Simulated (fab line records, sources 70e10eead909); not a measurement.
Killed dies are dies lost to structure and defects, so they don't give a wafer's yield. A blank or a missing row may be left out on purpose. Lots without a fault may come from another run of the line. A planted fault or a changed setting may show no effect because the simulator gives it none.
Problem report in the 8D (eight disciplines) form, filled by code | flow nand_harc | the parts of the form that need people (team, actions taken, sign-off) are left out

1. THE PROBLEM
exposure_dose_mJ_cm2 at NHARC_P_GATE_EXPOSE_23 reads a mean of 91.93 on 12 wafers of 4 lots; wafers without a fault read 93.92 with a standard deviation of 0.092. That is -22 standard deviations from the usual mean.
The step: exposes mask P GATE, target cd 120 nm.
First seen on wafer L734.4, day 11 02:26, on arfi_scanner-02. The record holds 36 wafers of 12 lots with a number at this step. Rule for "out", or "out of limits": more than 4 standard deviations from the usual mean. The other wafers with a number count as sound.

2. WHAT IT IS AND WHAT IT IS NOT
question                    | is                     | is not
which readings at this step | exposure_dose_mJ_cm2   | -
which lots                  | L733, L734, L735, L741 | L721, L723, L725, L728, L729, L730, L736, L743
which wafers of those lots  | all that have a number | -
read on which tools         | arfi_scanner-02        | arfi_scanner-01, arfi_scanner-03
when                        | from day 11 02:26      | up to then (18 sound wafers); but 6 sound wafers of L736, L743 came after

3. SUSPECTS, AND WHAT RULES EACH OUT
Counting: a tool at a process step up to the reading stays a suspect if it ran every lot that is out and no sound lot after the first of them.
- arfi_scanner-02 at NHARC_P_GATE_EXPOSE_23 (exposes mask P GATE, target cd 120 nm): kept. It ran every lot that is out, first L734 (day 11 02:26), and no sound lot after that; its last sound lot up to then is L730 (day 9 07:14). Its own readings are out on those wafers: exposure_dose_mJ_cm2.
Left after counting: arfi_scanner-02 at NHARC_P_GATE_EXPOSE_23.

4. THE CAUSE (what the simulator had put in)
Process parameter drift: arfi_scanner-02, from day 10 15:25 on, at NHARC_P_GATE_EXPOSE_23. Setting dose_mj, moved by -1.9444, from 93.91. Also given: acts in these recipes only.
Counting left only this tool.

5. THE CHAIN OF EFFECTS, in route order
Each row: a reading whose mean over the struck wafers that have a number lies more than 3 standard deviations from the usual. Only readings for which the record gives a usual standard deviation are gone through. hours: the time from each lot's start at the first step in this table that gives one to its start at this step, as a median over the lots. sigmas: the change in usual standard deviations.
hours | step                   | reading              | usual | on struck wafers | change | sigmas
0     | NHARC_P_GATE_EXPOSE_23 | exposure_dose_mJ_cm2 | 93.92 | 91.93            | -1.99  | -22
The process steps in it:
- NHARC_P_GATE_EXPOSE_23: exposes mask P GATE, target cd 120 nm.

6. WHAT WOULD HAVE CAUGHT IT SOONER
In this record the first reading out of limits was taken at day 11 02:26, 11 hours after the fault began at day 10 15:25.
